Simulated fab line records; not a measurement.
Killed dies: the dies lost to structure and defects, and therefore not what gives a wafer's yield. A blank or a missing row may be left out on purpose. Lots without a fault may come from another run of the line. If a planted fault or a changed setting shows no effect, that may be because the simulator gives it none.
Split-lot trial :: flow n5-finfet :: 21 wafers read across 7 lots, on a route 1938 steps long

## ON THE SPLIT
At N5_BEOL_M11_COAT_22 (resist thk 90 nm), the setting spin-rpm was moved away from the recipe's 1500 rpm on 6 of the 21 wafers read, by -6.9% to +10.7%. For the rest of the wafers, this setting stayed at what the recipe calls for.

## FROM THE SPLIT TO THE READING: what the file shows between them, 5 steps
- N5_BEOL_M11_EBR_24
- N5_BEOL_M11_SOFTBAKE_23: time 60 s
- N5_BEOL_M11_EXPOSE_25: exposes mask V10
- N5_BEOL_M11_PEB_26: peb time 60 s
- N5_BEOL_M11_DEVELOP_27: develop time 30 s

## THE READING
CAR-ArF_of_BEOL_M11_COAT_22.thk-nm (the simulator's own value, which no gauge read), in nm, at N5_BEOL_M11_DESCUM_33 (chemistry O2, time 7.9 s). The file does not state a usual value for it. Here, 15 wafers ran the recipe; their average is 83.5 nm with a standard deviation of 0.21 nm.

wafer: L079.1
tool, chamber at the split: litho-track-01, 0
spin-rpm as run, rpm: 1500
against the recipe: recipe
CAR-ArF_of_BEOL_M11_COAT_22.thk-nm, nm: 83.4
against lot-mates on the recipe: -

wafer: L079.6
tool, chamber at the split: litho-track-01, 0
spin-rpm as run, rpm: 1500
against the recipe: recipe
CAR-ArF_of_BEOL_M11_COAT_22.thk-nm, nm: 83.4
against lot-mates on the recipe: -

wafer: L079.4
tool, chamber at the split: litho-track-01, 0
spin-rpm as run, rpm: 1500
against the recipe: recipe
CAR-ArF_of_BEOL_M11_COAT_22.thk-nm, nm: 83.2
against lot-mates on the recipe: -

wafer: L080.2
tool, chamber at the split: litho-track-01, 0
spin-rpm as run, rpm: 1397
against the recipe: -6.9%
CAR-ArF_of_BEOL_M11_COAT_22.thk-nm, nm: 86.6
against lot-mates on the recipe: +3.0

wafer: L080.3
tool, chamber at the split: litho-track-01, 0
spin-rpm as run, rpm: 1500
against the recipe: recipe
CAR-ArF_of_BEOL_M11_COAT_22.thk-nm, nm: 83.6
against lot-mates on the recipe: -

wafer: L080.6
tool, chamber at the split: litho-track-01, 0
spin-rpm as run, rpm: 1500
against the recipe: recipe
CAR-ArF_of_BEOL_M11_COAT_22.thk-nm, nm: 83.6
against lot-mates on the recipe: -

wafer: L083.2
tool, chamber at the split: litho-track-05, 0
spin-rpm as run, rpm: 1500
against the recipe: recipe
CAR-ArF_of_BEOL_M11_COAT_22.thk-nm, nm: 83.6
against lot-mates on the recipe: -

wafer: L083.3
tool, chamber at the split: litho-track-05, 0
spin-rpm as run, rpm: 1500
against the recipe: recipe
CAR-ArF_of_BEOL_M11_COAT_22.thk-nm, nm: 83.8
against lot-mates on the recipe: -

wafer: L083.4
tool, chamber at the split: litho-track-05, 0
spin-rpm as run, rpm: 1500
against the recipe: recipe
CAR-ArF_of_BEOL_M11_COAT_22.thk-nm, nm: 83.8
against lot-mates on the recipe: -

wafer: L086.4
tool, chamber at the split: litho-track-01, 0
spin-rpm as run, rpm: 1582
against the recipe: +5.5%
CAR-ArF_of_BEOL_M11_COAT_22.thk-nm, nm: 81
against lot-mates on the recipe: no lot-mate on the recipe

wafer: L086.5
tool, chamber at the split: litho-track-01, 0
spin-rpm as run, rpm: 1582
against the recipe: +5.5%
CAR-ArF_of_BEOL_M11_COAT_22.thk-nm, nm: 80.8
against lot-mates on the recipe: no lot-mate on the recipe

wafer: L086.6
tool, chamber at the split: litho-track-01, 0
spin-rpm as run, rpm: 1582
against the recipe: +5.5%
CAR-ArF_of_BEOL_M11_COAT_22.thk-nm, nm: 80.8
against lot-mates on the recipe: no lot-mate on the recipe

wafer: L088.1
tool, chamber at the split: litho-track-05, 0
spin-rpm as run, rpm: 1661
against the recipe: +10.7%
CAR-ArF_of_BEOL_M11_COAT_22.thk-nm, nm: 78.4
against lot-mates on the recipe: -4.8

wafer: L088.4
tool, chamber at the split: litho-track-05, 0
spin-rpm as run, rpm: 1661
against the recipe: +10.7%
CAR-ArF_of_BEOL_M11_COAT_22.thk-nm, nm: 78.6
against lot-mates on the recipe: -4.6

wafer: L088.6
tool, chamber at the split: litho-track-05, 0
spin-rpm as run, rpm: 1500
against the recipe: recipe
CAR-ArF_of_BEOL_M11_COAT_22.thk-nm, nm: 83.2
against lot-mates on the recipe: -

wafer: L089.4
tool, chamber at the split: litho-track-04, 0
spin-rpm as run, rpm: 1500
against the recipe: recipe
CAR-ArF_of_BEOL_M11_COAT_22.thk-nm, nm: 83.6
against lot-mates on the recipe: -

wafer: L089.5
tool, chamber at the split: litho-track-04, 0
spin-rpm as run, rpm: 1500
against the recipe: recipe
CAR-ArF_of_BEOL_M11_COAT_22.thk-nm, nm: 83.6
against lot-mates on the recipe: -

wafer: L089.6
tool, chamber at the split: litho-track-04, 0
spin-rpm as run, rpm: 1500
against the recipe: recipe
CAR-ArF_of_BEOL_M11_COAT_22.thk-nm, nm: 83.4
against lot-mates on the recipe: -

wafer: L094.2
tool, chamber at the split: litho-track-01, 0
spin-rpm as run, rpm: 1500
against the recipe: recipe
CAR-ArF_of_BEOL_M11_COAT_22.thk-nm, nm: 83.2
against lot-mates on the recipe: -

wafer: L094.3
tool, chamber at the split: litho-track-01, 0
spin-rpm as run, rpm: 1500
against the recipe: recipe
CAR-ArF_of_BEOL_M11_COAT_22.thk-nm, nm: 83.2
against lot-mates on the recipe: -

wafer: L094.6
tool, chamber at the split: litho-track-01, 0
spin-rpm as run, rpm: 1500
against the recipe: recipe
CAR-ArF_of_BEOL_M11_COAT_22.thk-nm, nm: 83.2
against lot-mates on the recipe: -

FIT RESULTS
A straight line over all 21 wafers: CAR-ArF_of_BEOL_M11_COAT_22.thk-nm changes by -0.463 nm for each +1% of spin-rpm; r = -0.99; the points scatter about the line by 0.2 nm.
The same after taking each lot's own level away (the mean of its wafers on the recipe; 18 wafers): -0.438 nm for each +1%; r = -1.00; scatter 0.079 nm.
The reading moves by 4.7 nm for the largest change in spin-rpm, on that fit.
Measured against the standard deviation above, the lots' own levels, which go from 83.20 to 83.73 nm, span 2.5 times it.
Hence the lot-to-lot level has little effect on the slope; both slopes agree.
Check: with one of the wafers moved furthest among these (+10.7%) left out of the fit, the line predicts -4.62 nm for it against its lot-mates. It came out at -4.8 nm against them.

## ADDITIONAL SPLITS CARRIED BY THESE WAFERS
These wafers also went through other splits before the reading. Each is held against what the fit with the lots' levels taken away leaves over:
other split on the same wafers: N5_BEOL_M9_TRENCH_ETCH_37 time-s
wafers away from the commonest value: 9
r with CAR-ArF_of_BEOL_M11_COAT_22.thk-nm (lot level and that fit taken away): +0.04

other split on the same wafers: N5_BEOL_M10_ILD_DEP_00 time-s
wafers away from the commonest value: 7
r with CAR-ArF_of_BEOL_M11_COAT_22.thk-nm (lot level and that fit taken away): +0.21

other split on the same wafers: N5_BEOL_M10_HM_DEP_02 target-thk-a
wafers away from the commonest value: 9
r with CAR-ArF_of_BEOL_M11_COAT_22.thk-nm (lot level and that fit taken away): -0.04

## THE WHOLE CHAIN: every reading that the file lists as answering this split, in the file's order
step: N5_BEOL_M11_COAT_22
what it does: resist thk 90 nm
reading: CAR-ArF_of_BEOL_M11_COAT_22.thk-nm (the simulator's own value, which no gauge read)
change (the file's fit): -0.424 nm for each +1% of the setting
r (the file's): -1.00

step: N5_BEOL_M11_DEVELOP_27
what it does: develop time 30 s
reading: CAR-ArF_of_BEOL_M11_COAT_22.thk-nm (the simulator's own value, which no gauge read)
change (the file's fit): -0.433 nm for each +1% of the setting
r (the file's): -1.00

step: N5_BEOL_M11_DESCUM_33
what it does: chemistry O2, time 7.9 s
reading: CAR-ArF_of_BEOL_M11_COAT_22.thk-nm (the simulator's own value, which no gauge read)
change (the file's fit): -0.438 nm for each +1% of the setting
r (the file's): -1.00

## FILE'S OWN FIT
CAR-ArF_of_BEOL_M11_COAT_22.thk-nm changes by -0.438 nm for each +1% of spin-rpm, r = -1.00.
